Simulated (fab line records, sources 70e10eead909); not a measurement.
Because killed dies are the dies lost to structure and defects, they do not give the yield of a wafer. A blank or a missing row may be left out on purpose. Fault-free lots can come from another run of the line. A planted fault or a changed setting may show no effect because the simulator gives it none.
Matching of chambers	flow nand harc	NHARC_A_STAIRCASE_ETCH_271 on rie diel-02: 4 sister chambers
The step etches the open film in CF4/CHF3. 14 wafers are shown with their chamber, then 7 later ones without.

## WAFERS PAIRED WITH THEIR CHAMBERS
wafer	chamber	drypump motor current A (A)	showerhead plenum p Torr (Torr)	rf vpp V (V)
L074.2	0	6.4	1.64	373.7
L074.3	1	5.7	1.46	366.1
L074.6	2	5.3	1.55	370.8
L077.1	0	6.4	1.64	375.1
L077.4	1	5.7	1.45	366.6
L077.5	0	6.4	1.63	372.9
L082.1	0	6.4	1.63	372.7
L082.3	2	5.3	1.54	369.5
L082.6	3	5.1	1.56	368.2
L085.3	2	5.3	1.54	368.1
L085.4	0	6.3	1.63	371.8
L085.5	1	5.7	1.69	375.6
L087.1	0	6.4	1.63	374.1
L087.5	3	5.1	1.56	369.5

SIGNATURES, as means of the wafers listed above
reading	chamber 0	chamber 1	chamber 2	chamber 3	scatter within a chamber
drypump motor current A	6.383	5.700	5.300	5.100	0.0289
showerhead plenum p Torr	1.6333	1.5333	1.5433	1.5600	0.0609
rf vpp V	373.383	369.433	369.467	368.850	2.62
Rule: a wafer's distance from a chamber is the root of the sum, over the readings, of the square of ((its reading less the chamber's mean) divided by the reading's scatter). If the next closest chamber is less than 2 further off than the closest, the wafer can't be placed; otherwise it belongs to the closest. How the scatter is found: for the shown wafers, subtract from each reading the mean of its chamber, square and add these, divide the total by (wafers less chambers), then take the root.

## WAFERS WITHOUT THEIR CHAMBER
wafer	drypump motor current A (A)	showerhead plenum p Torr (Torr)	rf vpp V (V)
L087.6	6.4	1.63	373.3
L090.1	5.7	1.69	374.4
L090.4	5.3	1.54	370.0
L090.5	5.7	1.68	375.5
L097.1	6.4	1.62	371.2
L097.2	5.7	1.68	373.3
L097.3	5.1	1.55	369.7

## WHICH CHAMBER EACH ONE RAN IN
wafer	from the rows above	in truth
L087.6	0	0
L090.1	1	1
L090.4	2	2
L090.5	1	1
L097.1	0	0
L097.2	1	1
L097.3	3	3
Correct placement for 7 of the 7. Can't be placed from these rows: 0. 0 placed wrongly.
